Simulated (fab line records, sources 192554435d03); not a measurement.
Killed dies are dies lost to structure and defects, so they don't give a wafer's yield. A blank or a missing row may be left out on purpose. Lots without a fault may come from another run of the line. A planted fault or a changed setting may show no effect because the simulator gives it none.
Split-lot experiment | flow n5_finfet | 7 lots, 39 wafers read, on a route of 1938 steps

THE SPLIT
At N5_HKMG_FIN_CVD_62 (deposits a-Si from Si2H6, target thk 3 nm, time 20.8 s), the setting time_s was moved away from the recipe's 20.8 s on 15 of the 39 wafers read, by -59.4% to +28.1%. The other wafers ran this setting at the recipe's value.

The reading is taken at the split's own step.

THE READING
a-Si_of_HKMG_FIN_CVD_62.thk_nm (the simulator's own value, which no gauge read), in nm, at N5_HKMG_FIN_CVD_62 (deposits a-Si from Si2H6, target thk 3 nm, time 20.8 s). The file gives no usual value for it. The 24 wafers here that ran the recipe average 2.9 nm, standard deviation 0.094 nm.

wafer  | tool, chamber at the split | time_s as run, s | against the recipe | a-Si_of_HKMG_FIN_CVD_62.thk_nm, nm | against lot-mates on the recipe
L078.1 | thermal_cvd_si-02, 0,1,2   | 20.8             | recipe             | 3                                  | -
L078.3 | thermal_cvd_si-02, 0,1,2   | 20.8             | recipe             | 3                                  | -
L078.5 | thermal_cvd_si-02, 0,1,2   | 20.8             | recipe             | 3                                  | -
L081.1 | thermal_cvd_si-02, 2,1,0   | 26.29            | +26.4%             | 3.6                                | +0.8
L081.5 | thermal_cvd_si-02, 2,1,0   | 26.29            | +26.4%             | 3.6                                | +0.8
L081.6 | thermal_cvd_si-02, 2,1,0   | 26.29            | +26.4%             | 3.6                                | +0.8
L081.2 | thermal_cvd_si-02, 1,0,2   | 20.8             | recipe             | 2.8                                | -
L081.3 | thermal_cvd_si-02, 1,0,2   | 20.8             | recipe             | 2.8                                | -
L081.4 | thermal_cvd_si-02, 1,0,2   | 20.8             | recipe             | 2.8                                | -
L082.1 | thermal_cvd_si-01, 2,1,0,0 | 20.8             | recipe             | 3                                  | -
L082.2 | thermal_cvd_si-01, 2,1,0,0 | 20.8             | recipe             | 3                                  | -
L082.3 | thermal_cvd_si-01, 2,1,0,0 | 20.8             | recipe             | 3                                  | -
L082.5 | thermal_cvd_si-01, 2,1,0,0 | 20.8             | recipe             | 3                                  | -
L082.4 | thermal_cvd_si-01, 1,2     | 20.8             | recipe             | 2.8                                | -
L082.6 | thermal_cvd_si-01, 1,2     | 20.8             | recipe             | 2.8                                | -
L083.1 | thermal_cvd_si-02, 1,2,0   | 26.64            | +28.1%             | 3.8                                | +0.9
L083.2 | thermal_cvd_si-02, 1,2,0   | 26.64            | +28.1%             | 3.8                                | +0.9
L083.6 | thermal_cvd_si-02, 1,2,0   | 26.64            | +28.1%             | 3.8                                | +0.9
L083.3 | thermal_cvd_si-02, 0,1     | 20.8             | recipe             | 3                                  | -
L083.4 | thermal_cvd_si-02, 0,1     | 20.8             | recipe             | 3                                  | -
L083.5 | thermal_cvd_si-02, 2       | 20.8             | recipe             | 2.8                                | -
L093.1 | thermal_cvd_si-02, 1,2,2   | 8.454            | -59.4%             | 1.2                                | -1.8
L093.3 | thermal_cvd_si-02, 1,2,2   | 8.454            | -59.4%             | 1.2                                | -1.8
L093.4 | thermal_cvd_si-02, 1,2,2   | 8.454            | -59.4%             | 1.2                                | -1.8
L093.2 | thermal_cvd_si-02, 0,0,1   | 20.8             | recipe             | 3                                  | -
L093.5 | thermal_cvd_si-02, 0,0,1   | 20.8             | recipe             | 3                                  | -
L093.6 | thermal_cvd_si-02, 0,0,1   | 20.8             | recipe             | 3                                  | -
L091.1 | thermal_cvd_si-01, 1,1,0   | 26.35            | +26.7%             | 3.8                                | +0.8
L091.4 | thermal_cvd_si-01, 1,1,0   | 26.35            | +26.7%             | 3.8                                | +0.8
L091.5 | thermal_cvd_si-01, 1,1,0   | 26.35            | +26.7%             | 3.8                                | +0.8
L091.2 | thermal_cvd_si-01, 2,0,2   | 20.8             | recipe             | 3                                  | -
L091.3 | thermal_cvd_si-01, 2,0,2   | 20.8             | recipe             | 3                                  | -
L091.6 | thermal_cvd_si-01, 2,0,2   | 20.8             | recipe             | 3                                  | -
L092.1 | thermal_cvd_si-02, 0,2,0   | 16.37            | -21.3%             | 2.2                                | -0.7
L092.4 | thermal_cvd_si-02, 0,2,0   | 16.37            | -21.3%             | 2.2                                | -0.7
L092.5 | thermal_cvd_si-02, 0,2,0   | 16.37            | -21.3%             | 2.2                                | -0.7
L092.2 | thermal_cvd_si-02, 1       | 20.8             | recipe             | 3                                  | -
L092.3 | thermal_cvd_si-02, 2,1     | 20.8             | recipe             | 2.8                                | -
L092.6 | thermal_cvd_si-02, 2,1     | 20.8             | recipe             | 2.8                                | -
Where a row lists several chambers, the file gives one row for several wafers and doesn't say which wafer went through which chamber.

THE FIT
A straight line over all 39 wafers: a-Si_of_HKMG_FIN_CVD_62.thk_nm changes by +0.0297 nm for each +1% of time_s; r = +0.99; the points scatter about the line by 0.091 nm.
The same after taking each lot's own level away (the mean of its wafers on the recipe; 39 wafers): +0.0304 nm for each +1%; r = +1.00; scatter 0.054 nm.
On that fit, the largest move of time_s shifts the reading by 1.8 nm.
The lots' own levels span 2.80 to 3.00 nm, that is 2.1 times the standard deviation above.
So the lot-to-lot level changes the slope little: the two slopes agree.
Check: with one of the wafers moved furthest among these (-59.4%) left out of the fit, the line predicts -1.81 nm for it against its lot-mates. It came out at -1.8 nm against them.

OTHER SPLITS ON THESE WAFERS
These wafers also went through other splits before the reading. Each is held against what the fit with the lots' levels taken away leaves over:
other split on the same wafers          | wafers away from the commonest value | r with a-Si_of_HKMG_FIN_CVD_62.thk_nm (lot level and that fit taken away)
N5_ZERO_LAYER_DEVELOP_10 develop_time_s | 9                                    | -0.29
N5_STI_FIN_REVEAL_ETCHBACK_08 time_s    | 12                                   | -0.29

THE FILE'S OWN FIT
a-Si_of_HKMG_FIN_CVD_62.thk_nm changes by +0.0304 nm for each +1% of time_s, r = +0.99.
